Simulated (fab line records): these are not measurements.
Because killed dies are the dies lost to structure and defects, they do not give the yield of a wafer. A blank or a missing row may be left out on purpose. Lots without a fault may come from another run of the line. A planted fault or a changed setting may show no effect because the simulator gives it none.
Matching of chambers :: flow nand_harc :: 3 sister chambers for NHARC_A_STAIRCASE_DEP_301 on pecvd-02
The step deposits SiON, target thk 30 nm. 3 wafers are shown with their chamber, then 8 later ones without.

## WAFERS, EACH WITH ITS CHAMBER
wafer: L082.6
chamber: 1
heater_power_w (W): 872

wafer: L086.1
chamber: 0
heater_power_w (W): 740

wafer: L090.2
chamber: 2
heater_power_w (W): 678

## WAFERS WHOSE CHAMBER IS MISSING
wafer: L090.4
heater_power_w (W): 765

wafer: L090.5
heater_power_w (W): 672

wafer: L095.1
heater_power_w (W): 760

wafer: L095.3
heater_power_w (W): 671

wafer: L095.6
heater_power_w (W): 711

wafer: L096.1
heater_power_w (W): 651

wafer: L096.4
heater_power_w (W): 669

wafer: L096.5
heater_power_w (W): 649

## EACH ONE'S CHAMBER
wafer: L090.4
from the rows above: 0
in truth: 0

wafer: L090.5
from the rows above: 2
in truth: 2

wafer: L095.1
from the rows above: 0
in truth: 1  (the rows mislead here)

wafer: L095.3
from the rows above: 2
in truth: 2

wafer: L095.6
from the rows above: can't be placed: 0 or 2
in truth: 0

wafer: L096.1
from the rows above: 2
in truth: 2

wafer: L096.4
from the rows above: 2
in truth: 2

wafer: L096.5
from the rows above: 2
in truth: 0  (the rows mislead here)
Correctly placed: 5 of 8. Not placeable from these rows: 1 (in 1, the candidates include the true chamber). Wrongly placed: 2.
How it was worked out, from the rows above alone: a wafer's distance from a chamber is the root of the sum, over the readings, of the square of ((its reading less the chamber's mean) divided by the reading's scatter). The wafer belongs to the nearest chamber; if the next one is less than 2 further off, it can't be placed. Each chamber's mean is taken over the wafers shown for it. The scatter: with one shown wafer a chamber, the root of the mean of the squares of how far each hidden wafer lies from its nearest shown one.
